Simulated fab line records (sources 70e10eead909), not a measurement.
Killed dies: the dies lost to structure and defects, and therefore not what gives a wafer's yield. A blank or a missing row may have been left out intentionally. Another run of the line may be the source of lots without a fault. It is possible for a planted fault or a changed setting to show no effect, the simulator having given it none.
Comparing a struck lot with a sound one + flow nand harc + 33 steps out of a route of 1159
Sound: wafers L892.3, L892.4, L892.6. Struck: wafer L886.1. (L886.5, L886.6 of the same lot were not struck and are left out.) The cause comes at the end.
Order at every step that has rows: each side's tool, ch and its chambers, its first start. Under that, the readings that differ: sound wafers + struck wafers + difference of the means + sigmas: that difference in standard deviations of wafers without a fault.
alike: words and numbers the same on both sides, and readings whose means are apart by under 2 such deviations; not compared: readings that were withheld, readings missing a value for some wafer, numbers with overlapping values and no deviation given by the record, and bounds like >300 which may hide the same value.
Wherever a step has rows on one side only, a row that says differs or no value, or a row with sigmas, the two part there. Non-overlapping numbers with no deviation appear without sigmas and do not part them. A reading that every wafer of one side lacks parts them only if that side has two wafers or more.

first, 8 steps without rows for these wafers: NHARC_A_M1_DESCUM_14 (chemistry O2, time 3 s); NHARC_A_M1_ETCH_35 (etches the open film in N2/H2, target depth 40 nm, overetch 12 nm, time 43.94 s); NHARC_A_M1_ETCH_15 (etches the open film in C4F8/Ar, target depth 182.5 nm, time 91.2 s); NHARC_A_M1_STRIP_18 (strips in N2/H2); NHARC_A_M1_ETCH_28 (etches the open film in CF4/N2, target depth 30 nm, time 72.99 s); NHARC_A_M1_STRIP_19 (strips in post etch residue remover, time 600 s); NHARC_A_M1_DEGAS_29 (time 60 s); NHARC_A_M1_PRE_CLEAN_30 (time 30 s).
NHARC_A_M1_PVD_20: deposits TaN, target thk 5 nm, time 8.06 s.
  sound on pvd sputter-01 at day 23 15:25; struck on pvd sputter-03 at day 22 08:59
  alike: throttle valve pct
then, 23 steps without rows for these wafers: NHARC_A_M1_PVD_21 (deposits Cu, target thk 30 nm, time 20.49 s); NHARC_A_M1_ECD_22 (material Cu, target thk 400 nm); NHARC_A_M1_ANNEAL_31 (time 90 s); NHARC_A_M1_CMP_23 (polishes, t overpolish 20 s, target thk 154.34 nm); NHARC_A_M1_SRD_25; NHARC_A_M1_PRE_CLEAN_32 (time 12 s); NHARC_A_M1_DEP_33 (deposits SiCN, target thk 30 nm); NHARC_A_BONDPAD_DEP_00 (deposits SiCN, target thk 250 nm); NHARC_A_BONDPAD_CMP_29 (polishes SiCN, target thk 200 nm); NHARC_A_BONDPAD_SRD_31; NHARC_A_BONDPAD_DEHYDRATE_01 (time 120 s); NHARC_A_BONDPAD_HMDS_02 (time 30 s); NHARC_A_BONDPAD_COAT_33 (time 65 s); NHARC_A_BONDPAD_COAT_03 (resist thk 600 nm); NHARC_A_BONDPAD_SOFTBAKE_04 (time 70 s); NHARC_A_BONDPAD_EBR_05; NHARC_A_BONDPAD_EXPOSE_06 (exposes mask A BPAD); NHARC_A_BONDPAD_PEB_07 (peb time 80 s); NHARC_A_BONDPAD_DEVELOP_08 (time 50 s); NHARC_A_BONDPAD_HARDBAKE_10 (time 65 s); NHARC_A_BONDPAD_DESCUM_11 (chemistry O2, time 3 s); NHARC_A_BONDPAD_ETCH_34 (etches the open film in N2/H2, target depth 60 nm, overetch 18 nm, time 65.91 s); NHARC_A_BONDPAD_ETCH_12 (etches the open film in CHF3/O2, target depth 220 nm, time 110 s).
NHARC_END_SORT_01:
  only the struck wafers appear in the record here, on prober-02 ch 0 at day 24 07:26; the sound ones have no rows

WHERE THEY PART
Within this record, at NHARC_END_SORT_01 only.

WHY: the cause the simulator had injected
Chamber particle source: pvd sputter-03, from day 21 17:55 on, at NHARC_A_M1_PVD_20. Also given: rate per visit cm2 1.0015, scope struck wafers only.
